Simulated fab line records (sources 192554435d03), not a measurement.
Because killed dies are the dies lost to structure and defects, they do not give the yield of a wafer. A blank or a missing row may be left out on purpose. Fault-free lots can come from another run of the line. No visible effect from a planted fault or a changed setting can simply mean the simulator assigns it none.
3 desks looking at one fault / flow n5 finfet / every desk sees just its own numbers, and what lay behind them comes last

THE DEFECT DESK
Lot by lot, what the route's inspections counted, given as the mean of those sampled wafers with a number. A lot is out of limits, marked OUT, if its mean lies more than 4 standard deviations from the usual mean; the brackets give that distance.
Columns: A = raw defect count at N5_SPACER0_INSPECT_04, usual 136; B = raw defect count at N5_SD_EPI_N_INSPECT_11, usual 2.0; C = raw defect count at N5_SD_EPI_N_INSPECT_26, usual 212; D = raw defect count at N5_SD_EPI_P_INSPECT_11, usual 2.0
lot=L129; first seen here=day 2 23:43; A=107; B=3.0; C=152; D=3.3
lot=L130; first seen here=day 3 07:11; A=139; B=1.3; C=197; D=2.0
lot=L133; first seen here=day 4 02:05; A=151; B=2.3; C=205; D=2.0
lot=L134; first seen here=day 4 06:23; A=133; B=1.0; C=202; D=3.0
lot=L144; first seen here=day 6 19:17; A=182; B=85.0 (+55) OUT; C=279; D=82.3 (+57) OUT
lot=L148; first seen here=day 7 17:11; A=132; B=1.3; C=210; D=3.3
lot=L149; first seen here=day 8 04:26; A=127; B=1.7; C=161; D=2.3
lot=L151; first seen here=day 8 13:15; A=168; B=2.0; C=269; D=2.3
This desk's verdict: out of limits on L144, starting with L144 at day 6 19:44 (raw defect count at N5_SD_EPI_N_INSPECT_11). In limits: L129, L130, L133, L134, L148, L149, L151.

AT THE METROLOGY DESK
Lot by lot, what the gauges showed, no matter which tool ran the lot: averages of those sampled wafers that carry a number. A lot is out of limits, marked OUT, if its mean lies more than 4 standard deviations from the usual mean; the brackets give that distance. Shown here are 7 of its 12 readings, the ones lying furthest out on some lot.
Columns: A = cd nm at N5_DUMMY_GATE_CD_MEAS_24, usual 15.1 nm; B = DIBL_P at N5_BEOL_M4_RC_MEAS_101, usual 36.5 mV/V; C = IOFF_N at N5_BEOL_M4_RC_MEAS_101, usual 0.16 nA/um; D = IOFF_P at N5_BEOL_M4_RC_MEAS_101, usual 0.22 nA/um; E = ION_P at N5_BEOL_M4_RC_MEAS_101, usual 465 uA/um; F = SS_N at N5_BEOL_M4_RC_MEAS_101, usual 71.5 mV/dec; G = VT_P at N5_BEOL_M4_RC_MEAS_101, usual -249.1 mV
lot=L129; first seen here=day 2 22:49; A=14.8; B=38.0; C=0.18; D=0.25; E=471; F=71.7; G=-246.9
lot=L130; first seen here=day 3 06:18; A=15.2; B=36.4; C=0.16; D=0.25; E=471; F=71.2; G=-244.4
lot=L133; first seen here=day 4 01:06; A=14.3; B=40.4; C=0.22; D=0.29; E=472; F=72.7; G=-246.1
lot=L134; first seen here=day 4 05:13; A=15.3; B=36.0; C=0.16; D=0.20; E=463; F=71.8; G=-252.1
lot=L144; first seen here=day 6 18:20; A=15.0; B=36.4; C=0.17; D=0.22; E=465; F=72.0; G=-247.7
lot=L148; first seen here=day 7 16:17; A=14.6; B=36.6; C=0.15; D=0.19; E=454; F=71.8; G=-253.0
lot=L149; first seen here=day 8 03:31; A=14.9; B=35.9; C=0.17; D=0.23; E=470; F=71.8; G=-246.5
lot=L151; first seen here=day 8 11:04; A=14.7; B=39.4; C=0.19; D=0.25; E=475; F=71.8; G=-248.1
This desk found nothing out of limits on any of the 8 lots.

FOR THE TOOL OWNER'S DESK: rie si-05
The tool's own readings at N5_DUMMY_GATE_ETCH_23 (etches poly-Si in HBr/Cl2/O2, target depth 41 nm, time 22.3 s): means of the sampled wafers that have a number, for each lot that ran on this tool. A lot is out of limits, marked OUT, if its mean lies more than 4 standard deviations from the usual mean; the brackets give that distance.
Columns: A = drypump motor current A at N5_DUMMY_GATE_ETCH_23, usual 5.7 A; B = mfc cl2 sccm at N5_DUMMY_GATE_ETCH_23, usual 80.01 sccm; C = oes product au at N5_DUMMY_GATE_ETCH_23, usual 0.995 a.u.; D = throttle valve pct at N5_DUMMY_GATE_ETCH_23, usual 37.19 %
lot=L129; first seen here=day 2 22:39; A=5.6; B=80.02; C=0.977; D=37.11
lot=L133; first seen here=day 4 00:56; A=5.6; B=80.06; C=0.985; D=37.12
lot=L144; first seen here=day 6 18:10; A=5.6; B=79.75; C=0.971; D=37.11
This desk found nothing out of limits on any of the 3 lots.

BROUGHT TOGETHER
The defect desk could have raised an alarm at day 6 19:44, on L144.
At the metrology desk, nothing out of limits was observed.
The desk of the tool owner found nothing out of limits.
The metrology desk has L144 on record, within its limits.
Tool owner's desk: L144 on record, inside its limits.
All the named lots went through N5_DUMMY_GATE_ETCH_23 on rie si-05.

WHAT HAD BEEN PUT IN BY THE SIMULATOR
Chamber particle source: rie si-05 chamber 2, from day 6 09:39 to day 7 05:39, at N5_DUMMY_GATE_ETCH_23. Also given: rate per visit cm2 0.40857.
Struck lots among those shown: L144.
Hours from the fault's start to each desk's first reading out of limits: the defect desk, 10.
